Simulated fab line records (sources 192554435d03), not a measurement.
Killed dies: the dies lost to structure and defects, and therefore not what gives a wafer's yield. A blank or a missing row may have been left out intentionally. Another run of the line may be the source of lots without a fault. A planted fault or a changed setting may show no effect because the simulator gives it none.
Split-lot study :: flow n5_finfet :: 39 wafers read from 7 lots, route of 1938 steps

## THE SPLIT ITSELF
At N5_SD_EPI_N_ETCH_45 (etches SiOCN in CH3F/O2, target depth 6 nm), the setting target_depth_a was moved away from the recipe's 60 angstrom on 15 of the 39 wafers read, by -56.6% to +54.1%. For the rest of the wafers, this setting stayed at what the recipe calls for.

The split's own step is where the reading is taken.

## THE READING
etch.depth_nm (the simulator's own value, which no gauge read), in nm, at N5_SD_EPI_N_ETCH_45 (etches SiOCN in CH3F/O2, target depth 6 nm). The file does not state a usual value for it. Here, 24 wafers ran the recipe; their average is 5.950 nm with a standard deviation of 0.18 nm.

wafer: L075.1
tool, chamber at the split: rie_diel-03, 0
target_depth_a as run, angstrom: 60
against the recipe: recipe
etch.depth_nm, nm: 5.95
against lot-mates on the recipe: -

wafer: L075.2
tool, chamber at the split: rie_diel-03, 2
target_depth_a as run, angstrom: 60
against the recipe: recipe
etch.depth_nm, nm: 6.203
against lot-mates on the recipe: -

wafer: L075.3
tool, chamber at the split: rie_diel-03, 1
target_depth_a as run, angstrom: 76.81
against the recipe: +28.0%
etch.depth_nm, nm: 7.093
against lot-mates on the recipe: +1.057

wafer: L075.4
tool, chamber at the split: rie_diel-03, 3
target_depth_a as run, angstrom: 76.81
against the recipe: +28.0%
etch.depth_nm, nm: 7.642
against lot-mates on the recipe: +1.606

wafer: L075.5
tool, chamber at the split: rie_diel-03, 3
target_depth_a as run, angstrom: 60
against the recipe: recipe
etch.depth_nm, nm: 5.954
against lot-mates on the recipe: -

wafer: L075.6
tool, chamber at the split: rie_diel-03, 0
target_depth_a as run, angstrom: 76.81
against the recipe: +28.0%
etch.depth_nm, nm: 7.668
against lot-mates on the recipe: +1.632

wafer: L076.1
tool, chamber at the split: rie_diel-03, 0
target_depth_a as run, angstrom: 92.43
against the recipe: +54.1%
etch.depth_nm, nm: 9.373
against lot-mates on the recipe: +3.751

wafer: L076.2
tool, chamber at the split: rie_diel-03, 1
target_depth_a as run, angstrom: 60
against the recipe: recipe
etch.depth_nm, nm: 5.451
against lot-mates on the recipe: -

wafer: L076.3
tool, chamber at the split: rie_diel-03, 2
target_depth_a as run, angstrom: 92.43
against the recipe: +54.1%
etch.depth_nm, nm: 9.456
against lot-mates on the recipe: +3.834

wafer: L076.4
tool, chamber at the split: rie_diel-03, 3
target_depth_a as run, angstrom: 60
against the recipe: recipe
etch.depth_nm, nm: 5.916
against lot-mates on the recipe: -

wafer: L076.5
tool, chamber at the split: rie_diel-03, 1
target_depth_a as run, angstrom: 60
against the recipe: recipe
etch.depth_nm, nm: 5.499
against lot-mates on the recipe: -

wafer: L076.6
tool, chamber at the split: rie_diel-03, 2
target_depth_a as run, angstrom: 92.43
against the recipe: +54.1%
etch.depth_nm, nm: 9.399
against lot-mates on the recipe: +3.777

wafer: L077.1
tool, chamber at the split: rie_diel-04, 3
target_depth_a as run, angstrom: 60
against the recipe: recipe
etch.depth_nm, nm: 5.921
against lot-mates on the recipe: -

wafer: L077.2
tool, chamber at the split: rie_diel-04, 0
target_depth_a as run, angstrom: 60
against the recipe: recipe
etch.depth_nm, nm: 5.838
against lot-mates on the recipe: -

wafer: L077.3
tool, chamber at the split: rie_diel-04, 1
target_depth_a as run, angstrom: 60
against the recipe: recipe
etch.depth_nm, nm: 6.162
against lot-mates on the recipe: -

wafer: L079.1
tool, chamber at the split: rie_diel-03, 3
target_depth_a as run, angstrom: 60
against the recipe: recipe
etch.depth_nm, nm: 5.909
against lot-mates on the recipe: -

wafer: L079.2
tool, chamber at the split: rie_diel-03, 0
target_depth_a as run, angstrom: 60
against the recipe: recipe
etch.depth_nm, nm: 6.103
against lot-mates on the recipe: -

wafer: L079.3
tool, chamber at the split: rie_diel-03, 1
target_depth_a as run, angstrom: 75.58
against the recipe: +26.0%
etch.depth_nm, nm: 6.824
against lot-mates on the recipe: +0.780

wafer: L079.4
tool, chamber at the split: rie_diel-03, 2
target_depth_a as run, angstrom: 75.58
against the recipe: +26.0%
etch.depth_nm, nm: 7.689
against lot-mates on the recipe: +1.645

wafer: L079.5
tool, chamber at the split: rie_diel-03, 0
target_depth_a as run, angstrom: 60
against the recipe: recipe
etch.depth_nm, nm: 6.119
against lot-mates on the recipe: -

wafer: L079.6
tool, chamber at the split: rie_diel-03, 3
target_depth_a as run, angstrom: 75.58
against the recipe: +26.0%
etch.depth_nm, nm: 7.492
against lot-mates on the recipe: +1.448

wafer: L085.1
tool, chamber at the split: rie_diel-02, 2
target_depth_a as run, angstrom: 26.02
against the recipe: -56.6%
etch.depth_nm, nm: 2.588
against lot-mates on the recipe: -3.326

wafer: L085.2
tool, chamber at the split: rie_diel-02, 0
target_depth_a as run, angstrom: 60
against the recipe: recipe
etch.depth_nm, nm: 6.045
against lot-mates on the recipe: -

wafer: L085.3
tool, chamber at the split: rie_diel-02, 3
target_depth_a as run, angstrom: 60
against the recipe: recipe
etch.depth_nm, nm: 5.875
against lot-mates on the recipe: -

wafer: L085.4
tool, chamber at the split: rie_diel-02, 1
target_depth_a as run, angstrom: 60
against the recipe: recipe
etch.depth_nm, nm: 5.821
against lot-mates on the recipe: -

wafer: L085.5
tool, chamber at the split: rie_diel-02, 3
target_depth_a as run, angstrom: 26.02
against the recipe: -56.6%
etch.depth_nm, nm: 2.537
against lot-mates on the recipe: -3.377

wafer: L085.6
tool, chamber at the split: rie_diel-02, 2
target_depth_a as run, angstrom: 26.02
against the recipe: -56.6%
etch.depth_nm, nm: 2.599
against lot-mates on the recipe: -3.315

wafer: L091.1
tool, chamber at the split: rie_diel-04, 3
target_depth_a as run, angstrom: 60
against the recipe: recipe
etch.depth_nm, nm: 5.971
against lot-mates on the recipe: -

wafer: L091.2
tool, chamber at the split: rie_diel-04, 3
target_depth_a as run, angstrom: 60
against the recipe: recipe
etch.depth_nm, nm: 5.982
against lot-mates on the recipe: -

wafer: L091.3
tool, chamber at the split: rie_diel-04, 3
target_depth_a as run, angstrom: 26.53
against the recipe: -55.8%
etch.depth_nm, nm: 2.624
against lot-mates on the recipe: -3.354

wafer: L091.4
tool, chamber at the split: rie_diel-04, 3
target_depth_a as run, angstrom: 60
against the recipe: recipe
etch.depth_nm, nm: 5.98
against lot-mates on the recipe: -

wafer: L091.5
tool, chamber at the split: rie_diel-04, 3
target_depth_a as run, angstrom: 26.53
against the recipe: -55.8%
etch.depth_nm, nm: 2.653
against lot-mates on the recipe: -3.325

wafer: L091.6
tool, chamber at the split: rie_diel-04, 3
target_depth_a as run, angstrom: 26.53
against the recipe: -55.8%
etch.depth_nm, nm: 2.629
against lot-mates on the recipe: -3.349

wafer: L093.1
tool, chamber at the split: rie_diel-02, 3
target_depth_a as run, angstrom: 60
against the recipe: recipe
etch.depth_nm, nm: 6.092
against lot-mates on the recipe: -

wafer: L093.2
tool, chamber at the split: rie_diel-02, 0
target_depth_a as run, angstrom: 60
against the recipe: recipe
etch.depth_nm, nm: 6.089
against lot-mates on the recipe: -

wafer: L093.3
tool, chamber at the split: rie_diel-02, 2
target_depth_a as run, angstrom: 60
against the recipe: recipe
etch.depth_nm, nm: 6
against lot-mates on the recipe: -

wafer: L093.4
tool, chamber at the split: rie_diel-02, 1
target_depth_a as run, angstrom: 60
against the recipe: recipe
etch.depth_nm, nm: 5.818
against lot-mates on the recipe: -

wafer: L093.5
tool, chamber at the split: rie_diel-02, 3
target_depth_a as run, angstrom: 60
against the recipe: recipe
etch.depth_nm, nm: 6.104
against lot-mates on the recipe: -

wafer: L093.6
tool, chamber at the split: rie_diel-02, 2
target_depth_a as run, angstrom: 60
against the recipe: recipe
etch.depth_nm, nm: 5.998
against lot-mates on the recipe: -

THE FIT
A straight line over all 39 wafers: etch.depth_nm changes by +0.06 nm for each +1% of target_depth_a; r = +0.99; the points scatter about the line by 0.21 nm.
The same after taking each lot's own level away (the mean of its wafers on the recipe; 39 wafers): +0.0611 nm for each +1%; r = +0.99; scatter 0.25 nm.
That fit puts the effect of the largest move of target_depth_a on the reading at 3.5 nm.
From 5.6220 to 6.0437 nm: that is the span of the lots' own levels, equal to 2.4 times the standard deviation above.
The two slopes agree, so the slope changes little with the lot-to-lot level.
Check: -3.47 nm against its lot-mates is what the line predicts for one of the wafers moved furthest among these (-56.6%) when that wafer is left out of the fit. It came out at -3.33 nm against them.

## OTHER SPLITS APPLIED TO THESE WAFERS
Note: prior to the reading, these wafers also went through further splits. Each is held against what the fit with the lots' levels taken away leaves over:
other split on the same wafers: N5_FIN_SAQP_DESCUM_21 time_s
wafers away from the commonest value: 12
r with etch.depth_nm (lot level and that fit taken away): -0.16

## THE FILE'S OWN FIT
etch.depth_nm changes by +0.0611 nm for each +1% of target_depth_a, r = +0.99.
